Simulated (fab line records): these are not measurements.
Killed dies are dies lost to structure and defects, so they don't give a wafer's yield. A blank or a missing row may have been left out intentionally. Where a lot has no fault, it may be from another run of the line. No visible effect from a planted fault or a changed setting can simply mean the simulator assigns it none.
fab line records | flow nandHarc
record: lots: 7 wafers: 21 lastDay: 33
route steps=1302 shown A_WL_FILL@959 END@1302
lots that met no fault: from a run of the same line without faults
startH: the number of hours between the record's first day and the start of the first shown wafer of the lot | waitH: how many hours have passed since the lot's step before this one | " repeats the value in the row above | L1.1+2: several wafers, shown together as one row | - no value present, or no start provided | * or withheld: withheld | < > ~ a bound
route shown NAME@n: names a module that has steps shown in the file, with the first one's number in the route | usual: mean/standard deviation taken from wafers without a fault | same: alike in all rows | chamber/n: place in a boat | sites: each site's reading | _std_site: the standard deviation of these | _edge_site: inner sites' mean taken away from outer sites' mean | radiusMm: how far each site lies from the wafer's centre | mask NAME#n: copy n | behind: the last tool/chamber to shape the wafer | hold: cause of the lot's hold/its duration in hours/its outcome | device: transistor that didn't switch, given as n, p or np | end of line: the same wafers' tests at the end of the route | a step given without rows: its recipe and nothing more | killed: dies lost to structure and defects at the first sort, not the wafer's yield | map: shows each die of a wafer: x if killed, . if not, _ if none is there
set.NAME: the run value of the setting; set.NAME@STEP: its run value at that earlier step | model.NAME: the simulator's own value behind a step, which no gauge read
lots seen at some steps along the route; tables by step, rows by wafer
services: the hour from which a tool's chamber was out of use, counted from the record's first day as startH (under 0 if before that day), plus the number of hours and why
== steps ==
step: NHARC_A_WL_FILL_STRIP_27
recipe: powerW: 1500 tempC: 250 timeS: 20 chemistry: N2/H2
usual: drypumpMotorCurrentA: 6.0/0.65 heaterPowerW: 355/51 rfReflPowerW: 27/6.9
same: timeS: 20
columns lot.wafer tool chamber startH waitH drypumpMotorCurrentA heaterPowerW rfHoursCounterH rfReflPowerW
L106.4 plasmaAsher-01 0 482.54 0.3 6.5 285 - -
L106.6 " 0 " " 6.5 287 - -
L106.5 " 1 " " 6.5 379 - -
L107.2 plasmaAsher-01 1 487.00 0.1 6.5 373 29 32
L107.3 " 1 " " 6.5 374 - 32
L107.6 " 1 " " 6.5 377 - 32
L113.1 plasmaAsher-02 1 562.78 0.1 4.9 350 15 36
L113.6 " 1 " " 4.9 343 - 34
L113.5 " 0 " " 5.9 421 - 22
L115.2 plasmaAsher-01 0 566.69 0.1 6.5 285 7 -
L115.1 " 1 " " 6.6 356 7 -
L115.6 " 0 " " 6.5 282 - -
L114.1 plasmaAsher-02 0 570.72 0.2 5.9 452 18 22
L114.3 " 1 " " 4.9 338 - 35
L114.5 " 0 " " 5.9 427 - 21
L121.2 plasmaAsher-01 0 623.81 0.1 6.5 290 16 -
L121.3 " 1 " " 6.5 366 - -
L121.6 " 0 " " 6.5 292 - -
L126.3 plasmaAsher-02 1 681.06 0.2 4.9 330 - 35
L126.5 " 0 " " 5.8 385 - 22
L126.6 " 1 " " 4.9 326 - 35
step: NHARC_A_WL_FILL_STRIP_28
recipe: timeS: 1200 tempC: 72.5 chemistry: postEtchResidueRemover
step: NHARC_A_WL_FILL_PRECLEAN_06
recipe: timeS: 300 chemistry: DIW
step: NHARC_A_WL_FILL_SRD_07
step: NHARC_A_WL_FILL_ANNEAL_08
recipe: tempC: 450 timeS: 1800
step: NHARC_A_WL_FILL_ALD_10
recipe: targetThkA: 500 pulseTimeS: 10 aldCycles: 500 tempC: 300 material: SiO2
usual: heaterPowerW: 472/40 precursorPulseHeightRel: 1.001/0.02
columns lot.wafer tool chamber startH waitH heaterPowerW precursorPulseHeightRel
L106.4 aldHk-02 3 488.99 1.3 451 1.000
L106.6 " 1 490.01 2.3 417 1.023
L106.5 " 2 " " 493 0.992
L107.3 aldHk-02 3 491.89 0.0 447 0.984
L107.2 " 0 " " 551 1.016
L107.6 " 0 494.48 2.6 560 0.995
L115.1 aldHk-01 2 571.75 0.9 537 0.994
L115.2 " 3 " " 498 0.992
L115.6 " 1 573.28 2.5 430 1.012
L113.1 aldHk-02 1 574.20 3.4 425 0.978
L113.5 " 0 575.75 4.9 544 0.997
L113.6 " 1 " " 415 0.998
L114.3 aldHk-02 2 576.78 0.8 493 1.004
L114.1 " 1 578.34 2.3 426 1.024
L114.5 " 3 579.37 3.3 460 0.990
L121.3 aldHk-01 0 629.22 0.1 472 1.008
L121.2 " 2 630.25 1.1 520 0.971
L121.6 " 0 631.27 2.1 468 1.036
L126.3 aldHk-03 0 686.23 0.0 510 1.008
L126.5 " 0 688.26 2.1 516 1.032
L126.6 " 1 " " 405 0.991
step: NHARC_A_WL_FILL_ETCHBACK_16
recipe: targetDepthA: 1200 timeS: 24 c4f8FlowSccm: withheld o2FlowSccm: 8 arFlowSccm: withheld rfW: 600 biasW: 800 chemistry: C4F8/O2/Ar
usual: oesProductAu: 0.98/0.03 rfVppV: 720/3.9
same: timeS: 24
columns lot.wafer tool chamber startH waitH oesProductAu rfHoursCounterH rfVppV
L106.4 rieDiel-03 3 - - 0.93 0.9 726
L106.5 " 1 " " 0.92 - 721
L106.6 " 2 " " 0.94 - 719
L107.2 rieDiel-06 2 - - 0.99 0.0 717
L107.3 " 0 " " 0.98 0.0 721
L107.6 " 2 " " 1.00 - 718
L115.2 rieDiel-03 3 - - 0.99 2.6 727
L115.1 " 2 " " 1.00 3.7 718
L115.6 " 0 " " 1.00 - 719
L113.1 rieDiel-04 1 - - 1.00 3.0 719
L113.5 " 1 " " 1.01 - 715
L113.6 " 3 " " 1.01 - 719
L114.1 rieDiel-06 0 - - 0.99 2.1 722
L114.3 " 1 " " 0.99 2.0 729
L114.5 " 2 " " 1.00 - 719
L121.3 rieDiel-03 1 - - 1.00 5.3 722
L121.2 " 3 " " 1.01 4.1 727
L121.6 " 2 " " 1.00 - 719
L126.3 rieDiel-04 3 - - 0.92 9.7 720
L126.5 " 3 " " 0.94 - 719
L126.6 " 0 " " 0.92 - 720
step: NHARC_A_WL_FILL_STRIP_29
recipe: timeS: 20 o2FlowSccm: 500 arFlowSccm: 0 biasW: 0 chemistry: O2
step: NHARC_A_WL_FILL_ETCHBACK_17
recipe: targetDepthA: 40 timeS: 26.7 chemistry: Cl2/BCl3
usual: drypumpMotorCurrentA: 5.7/0.35 heBacksideLeakSccm: 3.4/0.35 oesProductAu: 1.003/0.0076
same: timeS: 26.7
columns lot.wafer tool chamber startH waitH drypumpMotorCurrentA heBacksideLeakSccm oesProductAu rfHoursCounterH
L106.4 rieMetal-03 0 492.80 - 5.6 3.7 0.995 -
L106.5 " 0 " " 5.6 3.7 1.002 -
L106.6 " 1 " " 5.6 3.4 1.001 -
L107.2 rieMetal-01 1 496.74 - 6.5 3.3 1.003 1.9
L107.3 " 1 " " 6.5 3.5 1.018 -
L107.6 " 0 " " 5.4 3.5 0.991 -
L115.1 rieMetal-03 0 576.03 - 5.6 3.4 1.002 1.1
L115.2 " 1 " " 5.6 3.3 1.005 1.1
L115.6 " 1 " " 5.6 3.3 0.998 -
L113.1 rieMetal-02 1 578.56 - 5.7 3.6 1.008 2.1
L113.6 " 0 " " 5.5 2.9 1.014 -
L113.5 " 1 " " 5.7 3.5 1.019 -
L114.1 rieMetal-02 0 581.64 - 5.5 2.9 1.012 2.1
L114.3 " 1 " " 5.7 3.5 1.006 -
L114.5 " 1 " " 5.7 3.7 1.010 -
L121.2 rieMetal-01 1 634.03 - 6.5 3.7 1.008 0.6
L121.3 " 1 " " 6.5 3.6 1.002 -
L121.6 " 1 " " 6.5 3.5 0.995 -
L126.3 rieMetal-03 0 691.07 - 5.6 3.5 0.995 -
L126.6 " 1 " " 5.6 3.3 0.999 -
L126.5 " 0 " " 5.6 3.5 0.988 -
step: NHARC_A_WL_FILL_PRECLEAN_18
recipe: timeS: 30 chemistry: dHF
step: NHARC_A_WL_FILL_SRD_21
step: NHARC_A_WL_FILL_CVD_23
recipe: targetThkA: 400 tempC: 620 pressureMtorr: 200 timeS: 800 material: poly-Si
same: timeS: 800
columns lot.wafer tool chamber startH waitH
L107.2+3+6 lpcvdPoly-01 0 499.39 2.4
L106.4+5+6 lpcvdPoly-03 0 525.32 32.3
L115.1+2+6 lpcvdPoly-02 0 578.86 2.6
L113.1+5+6 lpcvdPoly-03 0 613.20 34.4
L114.1+3+5 lpcvdPoly-03 0 613.20 31.4
L121.2+3+6 lpcvdPoly-01 0 636.70 2.4
L126.3+5+6 lpcvdPoly-03 0 693.58 2.4
step: NHARC_A_WL_FILL_ETCHBACK_26
recipe: targetDepthA: 520 timeS: 13.3 hbrFlowSccm: 150 rfW: 350 icpW: 350 biasW: 60 chemistry: HBr
usual: drypumpMotorCurrentA: 5.7/0.36 heBacksideLeakSccm: 2.64/0.15 oesProductAu: 0.998/0.0079 throttleValvePct: 23.267/0.0091
same: timeS: 13.3
columns lot.wafer tool chamber startH waitH drypumpMotorCurrentA heBacksideLeakSccm oesProductAu rfHoursCounterH throttleValvePct
L107.2 rieSi-05 3 501.96 0.4 5.8 2.49 1.009 0.12 23.248
L107.3 " 1 " " 6.3 2.68 1.006 0.06 23.245
L107.6 " 3 " " 5.8 2.46 0.998 - 23.252
L106.4 rieSi-06 0 527.92 0.4 5.8 2.55 0.992 0.35 23.276
L106.5 " 2 " " 5.3 2.86 1.002 - 23.256
L106.6 " 3 " " 6.2 2.78 1.001 - 23.267
L115.2 rieSi-06 3 581.46 0.4 6.3 2.70 1.001 0.88 23.276
L115.1 " 1 " " 5.4 2.72 0.991 0.93 23.261
L115.6 " 2 " " 5.3 2.76 1.003 - 23.284
L114.1 rieSi-01 1 615.80 0.4 5.9 2.80 1.013 0.19 23.260
L114.3 " 3 " " 5.5 2.68 1.002 0.13 23.267
L114.5 " 1 " " 5.9 2.72 1.019 - 23.261
L113.1 rieSi-05 1 615.82 0.4 6.3 2.63 0.998 0.58 23.268
L113.6 " 3 " " 5.8 2.35 1.001 - 23.273
L113.5 " 0 " " 6.1 2.67 1.006 - 23.270
L121.2 rieSi-06 1 639.30 0.4 5.4 2.62 0.994 0.20 23.262
L121.3 " 3 " " 6.3 2.55 0.992 0.22 23.269
L121.6 " 0 " " 5.9 2.42 0.992 - 23.273
L126.3 rieSi-06 2 696.20 0.4 5.3 2.78 0.998 0.66 23.275
L126.5 " 1 " " 5.4 2.65 0.983 - 23.278
L126.6 " 2 " " 5.4 2.78 1.002 - 23.262
step: NHARC_END_SORT_01
recipe: tempC: 25
usual: killedAtArray: 50/14 killedAtOther: 0.9/1 killedAtPeriphery: 3.9/2.5 killedDies: 55/15 killedOpen: 3.5/1.9 killedShort: 2.5/1.7
same: grossDies: 677
columns lot.wafer tool chamber startH waitH killedAtArray killedAtOther killedAtPeriphery killedDies killedOpen killedShort
L106.4 prober-02 0 607.82 3.4 47 1 1 49 3 2
L106.5 prober-02 0 608.61 3.7 57 0 1 58 2 7
L106.6 prober-02 0 609.41 4.0 51 2 5 58 6 7
L115.1 prober-01 0 663.66 2.5 34 0 3 37 4 0
L115.2 prober-01 0 664.47 2.8 54 0 5 59 1 2
L115.6 prober-01 0 667.73 4.1 62 0 5 67 3 2
L114.1 prober-02 0 701.46 2.5 51 4 2 57 3 5
L114.3 prober-02 0 703.08 3.1 45 1 5 51 2 5
L114.5 prober-02 0 704.70 3.7 43 1 2 46 2 2
L113.1 prober-01 0 701.56 2.5 43 1 2 46 2 3
L113.5 prober-01 0 704.72 3.7 52 0 2 54 3 1
L113.6 prober-01 0 705.52 4.0 65 1 3 69 2 6
L121.2 prober-01 0 719.44 2.8 52 2 7 61 6 4
L121.3 prober-01 0 720.24 3.1 73 2 12 87 7 3
L121.6 prober-01 0 722.63 4.0 68 4 3 75 4 4
L126.3 prober-01 0 780.06 3.1 13 0 4 17 3 4
L126.5 prober-01 0 781.64 3.7 13 2 6 21 3 0
L126.6 prober-01 0 782.44 4.0 27 2 5 34 7 1
killed by level:class
L106.4 A_SLIT:chamberFilmFlake=20 A_CHANNEL_HOLE_D2:chamberFilmFlake=17 A_ZERO_WELL:chamberFilmFlake=2 A_ONON_D2:geometricParticle:open=1 A_WL_FILL:geometricParticle:short=1 A_M0:geometricParticle:open=1 A_M0:geometricParticle:short=1 A_M1:geometricParticle:open=1
L106.5 A_SLIT:chamberFilmFlake=21 A_CHANNEL_HOLE_D2:chamberFilmFlake=13 A_WL_FILL:geometricParticle:short=3 A_WL_FILL:chamberFilmFlake=3 A_SGD_CUT:chamberFilmFlake=3 A_CHANNEL_HOLE_D1:chamberFilmFlake=2 A_STAIRCASE:chamberFilmFlake=2 A_CONTACT:chamberFilmFlake=2
L106.6 A_SLIT:chamberFilmFlake=26 A_CHANNEL_HOLE_D2:chamberFilmFlake=13 A_WL_FILL:geometricParticle:short=3 P_CONTACT:geometricParticle:open=2 A_M0:geometricParticle:open=2 A_ONON_D2:geometricParticle:short=1 A_CHANNEL_FILL_D2:geometricParticle:open=1 A_CHANNEL_FILL_D2:geometricParticle:short=1
L115.1 A_CHANNEL_HOLE_D1:chamberFilmFlake=13 A_CHANNEL_HOLE_D2:chamberFilmFlake=10 A_CONTACT:chamberFilmFlake=3 P_M2:chamberFilmFlake=2 A_SLIT:chamberFilmFlake=2 A_CHANNEL_FILL_D1:geometricParticle:open=1 A_ONON_D2:geometricParticle:open=1 A_WL_FILL:geometricParticle:open=1
L115.2 A_CHANNEL_HOLE_D1:chamberFilmFlake=30 A_CHANNEL_HOLE_D2:chamberFilmFlake=9 P_M2:chamberFilmFlake=4 A_STAIRCASE:chamberFilmFlake=3 A_CONTACT:chamberFilmFlake=3 A_DECK1_JOINT:chamberFilmFlake=2 A_CHANNEL_FILL_D2:chamberFilmFlake=2 A_CHANNEL_FILL_D1:geometricParticle:short=1
L115.6 A_CHANNEL_HOLE_D1:chamberFilmFlake=37 A_CHANNEL_HOLE_D2:chamberFilmFlake=11 A_CONTACT:chamberFilmFlake=5 P_ZERO_WELL:chamberFilmFlake=2 P_M2:chamberFilmFlake=2 A_CHANNEL_FILL_D2:chamberFilmFlake=2 A_STAIRCASE:chamberFilmFlake=2 P_CONTACT:geometricParticle:open=1
L114.1 A_SLIT:chamberFilmFlake=28 A_CHANNEL_HOLE_D2:chamberFilmFlake=6 A_STAIRCASE:chamberFilmFlake=5 THIN_TSV:chamberFilmFlake=3 A_WL_FILL:geometricParticle:short=2 A_CHANNEL_HOLE_D1:chamberFilmFlake=2 A_CHANNEL_FILL_D1:geometricParticle:short=1 A_CHANNEL_HOLE_D2:geometricParticle:short=1
L113.1 A_SLIT:chamberFilmFlake=24 A_CHANNEL_HOLE_D2:chamberFilmFlake=6 A_DECK1_JOINT:chamberFilmFlake=3 A_CHANNEL_HOLE_D1:chamberFilmFlake=2 A_DECK1_JOINT:geometricParticle:short=1 A_ONON_D2:geometricParticle:short=1 A_WL_FILL:geometricParticle:open=1 A_WL_FILL:geometricParticle:short=1
L114.3 A_SLIT:chamberFilmFlake=29 A_CHANNEL_HOLE_D1:chamberFilmFlake=5 A_CONTACT:chamberFilmFlake=4 P_ZERO_WELL:chamberFilmFlake=2 P_STI:geometricParticle:short=1 P_CONTACT:geometricParticle:open=1 P_M0:geometricParticle:short=1 A_CHANNEL_FILL_D1:geometricParticle:short=1
L114.5 A_SLIT:chamberFilmFlake=28 A_CHANNEL_HOLE_D2:chamberFilmFlake=6 A_STAIRCASE:chamberFilmFlake=3 A_CONTACT:chamberFilmFlake=3 P_GATE:geometricParticle:open=1 P_CONTACT:geometricParticle:short=1 A_CHANNEL_FILL_D1:geometricParticle:short=1 A_BLC:geometricParticle:open=1
L113.5 A_SLIT:chamberFilmFlake=24 A_CHANNEL_HOLE_D2:chamberFilmFlake=15 A_CONTACT:chamberFilmFlake=5 A_CHANNEL_HOLE_D1:chamberFilmFlake=3 P_CONTACT:geometricParticle:open=1 A_CHANNEL_FILL_D1:geometricParticle:open=1 A_WL_FILL:geometricParticle:short=1 A_M1:geometricParticle:open=1
L113.6 A_SLIT:chamberFilmFlake=34 A_CHANNEL_HOLE_D2:chamberFilmFlake=17 A_CHANNEL_HOLE_D1:chamberFilmFlake=3 A_CONTACT:chamberFilmFlake=3 P_M0:geometricParticle:short=2 A_CHANNEL_HOLE_D1:geometricParticle:short=1 A_DECK1_JOINT:geometricParticle:short=1 A_WL_FILL:geometricParticle:short=1
L121.2 A_SLIT:chamberFilmFlake=18 A_CHANNEL_HOLE_D2:chamberFilmFlake=13 A_CHANNEL_HOLE_D1:chamberFilmFlake=5 P_STI:chamberFilmFlake=3 A_CONTACT:chamberFilmFlake=3 A_ONON_D1:geometricParticle:open=2 A_CHANNEL_FILL_D2:chamberFilmFlake=2 THIN_TSV:chamberFilmFlake=2
L121.3 A_SLIT:chamberFilmFlake=26 A_CHANNEL_HOLE_D2:chamberFilmFlake=19 A_CHANNEL_HOLE_D1:chamberFilmFlake=5 P_ZERO_WELL:chamberFilmFlake=4 A_STAIRCASE:chamberFilmFlake=4 A_ONON_D1:geometricParticle:open=3 P_GATE:chamberFilmFlake=3 A_WL_FILL:chamberFilmFlake=3
L121.6 A_SLIT:chamberFilmFlake=26 A_CHANNEL_HOLE_D2:chamberFilmFlake=12 A_CHANNEL_HOLE_D1:chamberFilmFlake=7 A_CONTACT:chamberFilmFlake=6 A_STAIRCASE:chamberFilmFlake=5 A_BONDPAD:chamberFilmFlake=4 THIN_TSV:chamberFilmFlake=4 A_CHANNEL_FILL_D2:chamberFilmFlake=2
L126.3 A_SLIT:chamberFilmFlake=3 P_CONTACT:chamberFilmFlake=2 A_STAIRCASE:chamberFilmFlake=2 P_STI:geometricParticle:short=1 A_ONON_D1:geometricParticle:open=1 A_ONON_D1:geometricParticle:short=1 A_CHANNEL_FILL_D1:geometricParticle:short=1 A_SGD_CUT:geometricParticle:short=1
L126.5 A_STAIRCASE:chamberFilmFlake=4 A_SLIT:chamberFilmFlake=3 A_CONTACT:chamberFilmFlake=3 P_CONTACT:chamberFilmFlake=2 THIN_TSV:chamberFilmFlake=2 P_M0:geometricParticle:open=1 A_CHANNEL_HOLE_D1:geometricParticle:open=1 A_BLC:geometricParticle:open=1
L126.6 A_SLIT:chamberFilmFlake=6 A_CONTACT:chamberFilmFlake=5 A_STAIRCASE:chamberFilmFlake=3 A_ONON_D2:geometricParticle:open=2 A_CHANNEL_FILL_D2:geometricParticle:open=2 P_CONTACT:chamberFilmFlake=2 P_M2:chamberFilmFlake=2 A_CHANNEL_FILL_D1:chamberFilmFlake=2
== services ==
columns tool chamber startH hours kind
rieDiel-03 - 468.82 0.9 repair
lpcvdPoly-01 - 478.07 2.0 repair
aldHk-01 - 478.40 10.0 pm
plasmaAsher-02 - 480.22 9.0 pm
rieSi-05 - 482.01 9.0 pm
rieDiel-06 - 484.20 9.0 pm
rieSi-06 - 491.81 0.8 repair
rieMetal-01 - 506.25 2.6 repair
rieMetal-03 - 519.00 9.0 pm
plasmaAsher-01 - 519.34 9.0 pm
rieDiel-03 3 526.97 5.9 repair
rieSi-06 3 528.74 4.2 repair
rieDiel-04 3 529.69 2.3 repair
aldHk-02 - 529.75 10.0 pm
rieDiel-03 3 539.68 9.2 repair
plasmaAsher-01 - 571.04 2.8 repair
rieSi-06 - 596.39 0.2 repair
rieSi-06 - 603.00 9.0 pm
rieDiel-03 3 606.17 9.5 repair
rieDiel-03 - 611.69 0.6 repair
rieDiel-03 - 635.30 9.0 pm
plasmaAsher-02 - 657.99 9.0 pm
rieDiel-03 1 692.00 4.3 repair
rieMetal-03 - 696.00 9.0 pm
== key ==
firstSign: step: NHARC_A_WL_FILL_CVD_23 reading: waitH direction: changed
effect none on later readings
metAt NHARC_A_WL_FILL_CVD_23
struckWafers L106.4,L106.5,L106.6,L113.1,L113.5,L113.6,L114.1,L114.3,L114.5
testerLeftOut L106,L113,L114
fault: kind: queueTimeViolation tool: lpcvdPoly-01,lpcvdPoly-02,lpcvdPoly-03 chamber: 0 onsetH: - steps: NHARC_A_WL_FILL_CVD_23 delayHr: 30 scope: struckLotsOnly
testerLeftOut: of these lots the tester's yield and bins aren't shown, on N5 and GAA mostly nor the transistor test; their killed dies are dies lost to structure and defects alone, not to doping, threshold or leakage, so they don't give the yield
